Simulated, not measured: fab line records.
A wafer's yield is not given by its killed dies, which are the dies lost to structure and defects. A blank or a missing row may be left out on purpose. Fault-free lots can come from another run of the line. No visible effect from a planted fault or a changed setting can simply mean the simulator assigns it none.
Lot-split experiment    flow n5 finfet    on a route of 1938 steps: 7 lots, 39 wafers read

THE SPLIT ITSELF
At N5_BEOL_M0_SAQP_SPACER2_ALD_26 (deposits SiO2, target thk 15 nm, pulse time 1 s, purge time 2 s), the setting target thk a was moved away from the recipe's 150 angstrom on 18 of the 39 wafers read, by -53.2% to +39.1%. All remaining wafers had this setting at the recipe value.

FROM THE SPLIT TO THE READING: what the file shows between them, 2 steps
- N5_BEOL_M0_SAQP_SPACER2_ETCHBACK_27: etches SiO2 in CHF3/O2, target depth 22.5 nm, time 11.25 s
- N5_BEOL_M0_SAQP_MANDREL2_REMOVE_110: chemistry HBr/Cl2/O2, target a-Si, stops on SiCN, bt time 10 s

THE READING
At N5_BEOL_M0_SAQP_CD_MEAS_29: cd nm in nanometres, against a target cd of 14.4 nm. A value of 15.02 nm with a standard deviation of 0.22 nm is what fault-free wafers of this fab line usually give.

wafer   tool, chamber at the split  target thk a as run, angstrom  against the recipe  cd nm, nm  against lot-mates on the recipe
L076.1  ald sin-02, 2,1,2           150                            recipe              14.68      -
L076.2  ald sin-02, 0,1             202.8                          +35.2%              20.38      +5.49
L076.3  ald sin-02, 3               202.8                          +35.2%              20.32      +5.43
L076.4  ald sin-02, 2,1,2           150                            recipe              15.03      -
L076.5  ald sin-02, 2,1,2           150                            recipe              14.95      -
L076.6  ald sin-02, 0,1             202.8                          +35.2%              20.15      +5.26
L078.1  ald sin-03, 3,0,0           150                            recipe              15.05      -
L078.2  ald sin-03, 2               208.7                          +39.1%              21.30      +6.25
L078.3  ald sin-03, 3,0,0           150                            recipe              14.89      -
L078.4  ald sin-03, 1,3             208.7                          +39.1%              20.94      +5.89
L078.5  ald sin-03, 1,3             208.7                          +39.1%              21.16      +6.11
L078.6  ald sin-03, 3,0,0           150                            recipe              15.21      -
L085.1  ald sin-02, 1,0,3           107.2                          -28.5%              10.88      -4.03
L085.2  ald sin-02, 2,3,2           150                            recipe              15.25      -
L085.3  ald sin-02, 2,3,2           150                            recipe              14.96      -
L085.4  ald sin-02, 1,0,3           107.2                          -28.5%              10.80      -4.11
L085.5  ald sin-02, 2,3,2           150                            recipe              14.51      -
L085.6  ald sin-02, 1,0,3           107.2                          -28.5%              10.97      -3.94
L087.3  ald sin-01, 2,1,2           150                            recipe              15.29      -
L087.4  ald sin-01, 2,1,2           150                            recipe              14.74      -
L087.5  ald sin-01, 2,1,2           150                            recipe              15.13      -
L091.1  ald sin-03, 3,2,0           70.18                          -53.2%              7.35       -7.58
L091.2  ald sin-03, 1,0,1           150                            recipe              15.02      -
L091.3  ald sin-03, 3,2,0           70.18                          -53.2%              7.06       -7.87
L091.4  ald sin-03, 3,2,0           70.18                          -53.2%              7.38       -7.55
L091.5  ald sin-03, 1,0,1           150                            recipe              14.87      -
L091.6  ald sin-03, 1,0,1           150                            recipe              14.90      -
L096.1  ald sin-03, 0,3,1           150                            recipe              14.94      -
L096.2  ald sin-03, 2,1,0           90.12                          -39.9%              9.07       -5.91
L096.3  ald sin-03, 0,3,1           150                            recipe              14.99      -
L096.4  ald sin-03, 0,3,1           150                            recipe              15.00      -
L096.5  ald sin-03, 2,1,0           90.12                          -39.9%              8.86       -6.12
L096.6  ald sin-03, 2,1,0           90.12                          -39.9%              9.18       -5.80
L097.1  ald sin-03, 2,0,3           150                            recipe              14.78      -
L097.2  ald sin-03, 2,0,3           150                            recipe              15.41      -
L097.3  ald sin-03, 1,2,1           85.65                          -42.9%              8.22       -6.82
L097.4  ald sin-03, 2,0,3           150                            recipe              14.93      -
L097.5  ald sin-03, 1,2,1           85.65                          -42.9%              8.28       -6.76
L097.6  ald sin-03, 1,2,1           85.65                          -42.9%              8.48       -6.56
When a row names more than one chamber, that row covers several wafers, and the file does not tell which wafer ran in which chamber.

THE FIT
A straight line over all 39 wafers: cd nm changes by +0.15 nm for each +1% of target thk a; r = +1.00; the points scatter about the line by 0.22 nm.
The same after taking each lot's own level away (the mean of its wafers on the recipe; 39 wafers): +0.15 nm for each +1%; r = +1.00; scatter 0.22 nm.
The reading moves by 8 nm for the largest change in target thk a, on that fit.
Across the lots, their own levels run from 14.887 to 15.053 nm, a range of 0.8 times the standard deviation given above.
The two slopes agree, so the slope changes little with the lot-to-lot level.
Check: for one of the wafers moved furthest among these (-53.2%), held out of the fit, the line's prediction against its lot-mates is -7.99 nm. It came out at -7.58 nm against them.

OTHER SPLITS ON THESE WAFERS
Before the reading, these wafers also passed through other splits. Each is held against what the fit with the lots' levels taken away leaves over:
other split on the same wafers         wafers away from the commonest value  r with cd nm (lot level and that fit taken away)
N5_WELL_APT_DEVELOP_24 develop time s  12                                    +0.14
N5_SD_EPI_N_EPI_21 epi growth time s   15                                    +0.10
N5_HKMG_FIN_PWFM_ALD_03 ald cycles     18                                    -0.01

THE WHOLE CHAIN: every reading that the file lists as answering this split, in the file's order
step                                 what it does                                                             reading                                                                                      change (the file's fit)                                                           r (the file's)
N5_BEOL_M0_SAQP_SPACER2_ALD_26       deposits SiO2, target thk 15 nm, pulse time 1 s, purge time 2 s          SiO2_of_BEOL_M0_SAQP_SPACER2_ALD_26.thk nm (the simulator's own value, which no gauge read)  +0.15 nm for each +1% of the setting                                              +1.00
N5_BEOL_M0_SAQP_MANDREL2_REMOVE_110  chemistry HBr/Cl2/O2, target a-Si, stops on SiCN, bt time 10 s           BEOL_M0_SAQP.cd nm (the simulator's own value, which no gauge read)                          +0.15 nm for each +1% of the setting                                              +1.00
N5_BEOL_M0_SAQP_CD_MEAS_29           target cd 14.4 nm                                                        cd nm                                                                                        +0.15 nm for each +1% of the setting                                              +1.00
N5_BEOL_M0_CUTY_ETCH_63              etches SOC in N2/H2, target depth 82.7 nm, overetch 16.5 nm, time 124 s  SiO2_of_BEOL_M0_SAQP_SPACER2_ALD_26.thk nm (the simulator's own value, which no gauge read)  +0.128 nm for each +1% of the setting                                             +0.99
N5_BEOL_M0_ETCH_138                  etches SiCN in CH3F/O2, target depth 12 nm, time 31.6 s                  SiO2_of_BEOL_M0_SAQP_SPACER2_ALD_26.thk nm (the simulator's own value, which no gauge read)  +0.111 nm for each +1% of the setting                                             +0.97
N5_BEOL_M0_HM_OPEN_105               chemistry Cl2/BCl3, target TiN, target depth 12 nm                       SiO2_of_BEOL_M0_SAQP_SPACER2_ALD_26.thk nm (the simulator's own value, which no gauge read)  not straight: 0.4 at the lowest setting, 2.705 at the recipe, 8.6 at the highest  not given

THE FILE'S OWN FIT
cd nm changes by +0.15 nm for each +1% of target thk a, r = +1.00.
